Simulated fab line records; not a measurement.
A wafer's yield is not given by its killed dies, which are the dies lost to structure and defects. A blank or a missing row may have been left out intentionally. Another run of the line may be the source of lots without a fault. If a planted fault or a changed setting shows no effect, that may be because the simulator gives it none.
Matching of chambers    flow nand harc    NHARC_A_STAIRCASE_ETCH_169 on rie diel-10 has 4 sister chambers
The step etches the open film in CH3F/O2, target depth 50 nm, time 107.1 s. 22 wafers are shown with their chamber, then 11 later ones without.

== WAFERS WITH THEIR CHAMBER ==
wafer   chamber  drypump motor current A (A)  rf vpp V (V)  rf fwd power W (W)
L079.4  2        5.6                          242.8         495.8
L079.5  0        6.3                          245.2         495.6
L079.6  3        6.0                          245.4         495.5
L080.3  2        5.5                          243.6         498.7
L080.4  1        6.3                          243.3         499.6
L080.5  0        6.3                          246.0         498.5
L083.1  3        6.0                          246.2         495.2
L083.2  0        6.2                          245.9         499.6
L083.3  1        6.3                          242.6         499.5
L081.2  2        5.6                          243.1         496.3
L081.3  0        6.3                          246.5         498.9
L081.5  0        6.3                          245.8         499.3
L084.1  1        6.3                          241.4         500.6
L084.2  2        5.6                          243.6         495.9
L084.3  0        6.3                          245.8         496.3
L088.1  0        6.3                          246.2         497.7
L088.2  1        6.3                          242.0         495.4
L088.4  3        6.0                          246.2         498.9
L086.1  0        6.3                          245.9         496.8
L086.3  2        5.6                          244.5         496.0
L086.6  3        6.0                          244.2         495.4
L090.2  0        6.3                          245.5         497.9

SIGNATURES (means of the wafers above)
reading                  chamber 0  chamber 1  chamber 2  chamber 3  scatter within a chamber
drypump motor current A  6.289      6.300      5.580      6.000      0.0306
rf vpp V                 245.867    242.325    243.520    245.500    0.644
rf fwd power W           497.844    498.775    496.540    496.250    1.61
Rule: for a wafer and a chamber, the distance is found by dividing, reading by reading, the gap between the wafer's reading and the chamber's mean by the reading's scatter, squaring, summing and taking the root. If the next closest chamber is less than 2 further off than the closest, the wafer can't be placed; otherwise it belongs to the closest. The scatter: the root of (the sum of the squares of (reading less its chamber's mean) over the shown wafers, divided by (wafers less chambers)).

== WAFERS WHOSE CHAMBER IS MISSING ==
wafer   drypump motor current A (A)  rf vpp V (V)  rf fwd power W (W)
L090.3  5.6                          243.6         494.9
L090.4  6.0                          245.3         494.5
L092.1  6.3                          245.9         497.3
L092.3  6.0                          245.8         497.1
L092.5  6.3                          245.9         497.1
L093.3  6.0                          244.7         494.3
L093.5  5.6                          243.8         496.9
L093.6  6.0                          244.9         493.3
L094.2  6.3                          245.8         500.0
L094.3  6.3                          248.7         496.5
L094.4  6.0                          246.1         492.9

== THE CHAMBER EACH PASSED THROUGH ==
wafer    from the rows above   in truth
L090.3   2                     2
L090.4   3                     3
L092.1   0                     0
L092.3   3                     3
L092.5   0                     0
L093.3   3                     3
L093.5   2                     2
L093.6   3                     3
L094.2   0                     0
L094.3   0                     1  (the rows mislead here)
L094.4   3                     3
Placed correctly: 10 of 11. Number that these rows cannot place: 0. Wrongly placed: 1.
